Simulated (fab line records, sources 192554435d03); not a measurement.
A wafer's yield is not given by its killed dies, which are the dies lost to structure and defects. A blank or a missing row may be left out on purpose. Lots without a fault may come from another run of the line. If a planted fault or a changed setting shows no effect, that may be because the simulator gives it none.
Matching of chambers ; flow n5 finfet ; N5_BEOL_M11_ETCH_65 on rie diel-04 has 4 sister chambers
The step etches SiARC in CF4, target depth 39 nm, time 65 s. 14 wafers are shown with their chamber, then 7 later ones without.

## WAFERS PAIRED WITH THEIR CHAMBERS
wafer;chamber;drypump motor current A (A);throttle valve pct (%);oes product au (a.u.)
L079.2;2;5.9;15.49;0.69
L079.3;3;6.0;15.28;0.81
L079.6;2;5.9;15.50;0.69
L081.1;2;5.9;15.50;0.69
L081.3;0;5.3;15.75;0.61
L081.6;2;5.8;15.52;0.69
L083.3;2;5.9;15.51;0.68
L083.4;3;6.0;15.27;0.79
L083.5;0;5.3;15.74;0.62
L084.1;0;5.3;15.77;0.61
L084.2;3;6.0;15.29;0.78
L084.4;2;5.9;15.53;0.68
L089.4;0;5.3;15.77;0.61
L089.5;1;5.4;15.61;0.86

SIGNATURES, as means of the wafers listed above
reading;chamber 0;chamber 1;chamber 2;chamber 3;scatter within a chamber
drypump motor current A;5.300;5.400;5.883;6.000;0.0289
throttle valve pct;15.7575;15.6100;15.5083;15.2800;0.014
oes product au;0.6125;0.8600;0.6867;0.7933;0.00822
Rule: for each reading, subtract the chamber's mean from the wafer's reading, divide by that reading's scatter and square the result; add these up over the readings and take the root, which gives the wafer's distance from the chamber. The wafer belongs to the nearest chamber; if the next one is less than 2 further off, it can't be placed. The scatter: the root of (the sum of the squares of (reading less its chamber's mean) over the shown wafers, divided by (wafers less chambers)).

## WAFERS WHOSE CHAMBER IS MISSING
wafer;drypump motor current A (A);throttle valve pct (%);oes product au (a.u.)
L089.6;5.9;15.53;0.67
L094.1;6.0;15.29;0.75
L094.5;5.9;15.55;0.67
L094.6;6.0;15.30;0.75
L095.1;5.4;15.65;0.83
L095.2;5.3;15.80;0.60
L095.4;5.9;15.56;0.67

## EACH ONE'S CHAMBER
wafer;from the rows above;in truth
L089.6;2;2
L094.1;3;3
L094.5;2;2
L094.6;3;3
L095.1;1;1
L095.2;0;0
L095.4;2;2
7 of 7 placed correctly. From these rows, 0 cannot be placed. 0 placed wrongly.
